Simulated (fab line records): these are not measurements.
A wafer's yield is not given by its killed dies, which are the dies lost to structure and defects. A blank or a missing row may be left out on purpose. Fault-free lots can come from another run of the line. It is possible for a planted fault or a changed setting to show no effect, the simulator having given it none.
Matching of chambers -- flow n5 finfet -- N5_BEOL_M13_ETCH_38 on rie diel-05 has 4 sister chambers
The step etches SiCN in CF4/N2, target depth 67.5 nm, time 71.9 s. 14 wafers are shown with their chamber, then 7 later ones without.

== WAFERS WITH THEIR CHAMBER ==
wafer,chamber,showerhead plenum p Torr (Torr),drypump motor current A (A),throttle valve pct (%)
L074.1,1,2.10,5.4,15.41
L074.3,3,2.35,5.1,15.31
L074.4,0,2.31,6.8,15.34
L077.1,2,2.15,5.1,15.56
L077.4,1,2.10,5.4,15.42
L077.5,3,2.35,5.1,15.30
L076.1,0,2.31,6.8,15.32
L076.2,3,2.34,5.1,15.30
L076.4,2,2.15,5.0,15.56
L078.3,2,2.15,5.1,15.55
L078.4,0,2.31,6.8,15.34
L078.5,1,2.10,5.4,15.41
L080.2,0,2.31,6.8,15.34
L080.5,3,2.34,5.1,15.33

SIGNATURES, as means of the wafers listed above
reading,chamber 0,chamber 1,chamber 2,chamber 3,scatter within a chamber
showerhead plenum p Torr,2.3100,2.1000,2.1500,2.3450,0.00316
drypump motor current A,6.800,5.400,5.067,5.100,0.0258
throttle valve pct,15.3350,15.4133,15.5567,15.3100,0.0102
Rule: a wafer lies at a distance from a chamber equal to the root of the sum of squares, over the readings, of (its reading less the chamber's mean, divided by the reading's scatter). If the next closest chamber is less than 2 further off than the closest, the wafer can't be placed; otherwise it belongs to the closest. How the scatter is found: for the shown wafers, subtract from each reading the mean of its chamber, square and add these, divide the total by (wafers less chambers), then take the root.

== WAFERS MISSING THEIR CHAMBER ==
wafer,showerhead plenum p Torr (Torr),drypump motor current A (A),throttle valve pct (%)
L080.6,2.31,6.8,15.36
L092.2,2.09,5.4,15.47
L092.4,2.15,5.0,15.59
L092.5,2.15,5.0,15.57
L091.3,2.09,5.4,15.49
L091.4,2.15,5.1,15.60
L091.5,2.30,6.8,15.42

== THE CHAMBER EACH PASSED THROUGH ==
wafer,from the rows above,in truth
L080.6,0,0
L092.2,1,1
L092.4,2,2
L092.5,2,2
L091.3,1,1
L091.4,2,2
L091.5,0,0
Placed correctly: 7 of 7. Left unplaced by these rows: 0. Placed wrongly: 0.
